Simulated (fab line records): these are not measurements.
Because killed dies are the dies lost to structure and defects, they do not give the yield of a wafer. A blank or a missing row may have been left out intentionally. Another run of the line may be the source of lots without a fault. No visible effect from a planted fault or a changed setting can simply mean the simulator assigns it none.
Chamber matching ; flow n5-finfet ; N5_HKMG_FIN_NWFM_ALD_20 on ald-metal-01 has 4 sister chambers
The step deposits TiAlC, target thk 2 nm, pulse time 3 s, purge time 2 s. 8 wafers are shown with their chamber, then 8 later ones without.

## WAFERS WITH THEIR CHAMBER
wafer;chamber;heater-power-w (W);precursor-pulse-height-rel
L075.4;0;484;0.979
L076.6;0;489;0.988
L079.4;1;428;1.002
L082.5;2;424;0.996
L087.2;2;432;0.964
L087.3;3;438;0.987
L087.5;1;425;0.991
L093.3;3;435;0.993

## WAFERS MISSING THEIR CHAMBER
wafer;heater-power-w (W);precursor-pulse-height-rel
L093.4;444;1.020
L093.6;419;0.979
L096.1;442;0.979
L096.5;418;1.007
L096.6;432;0.986
L097.1;491;1.005
L097.2;423;1.014
L097.3;428;1.031

## CHAMBER TAKEN BY EACH
wafer;from the rows above;in truth
L093.4;can't be placed: 3 or 1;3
L093.6;can't be placed: 2 or 1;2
L096.1;3;3
L096.5;can't be placed: 1 or 2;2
L096.6;can't be placed: 2 or 3 or 1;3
L097.1;0;0
L097.2;can't be placed: 1 or 2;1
L097.3;can't be placed: 1 or 3 or 2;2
Correct placement for 2 of the 8. Not placeable from these rows: 6 (in 6, the candidates include the true chamber). Wrongly placed: 0.
How it was worked out, from the rows above alone: a wafer's distance from a chamber is the root of the sum, over the readings, of the square of ((its reading less the chamber's mean) divided by the reading's scatter). If the next closest chamber is less than 2 further off than the closest, the wafer can't be placed; otherwise it belongs to the closest. Each chamber's mean is taken over the wafers shown for it. The scatter: the root of (the sum of the squares of (reading less its chamber's mean) over the shown wafers, divided by (wafers less chambers)).
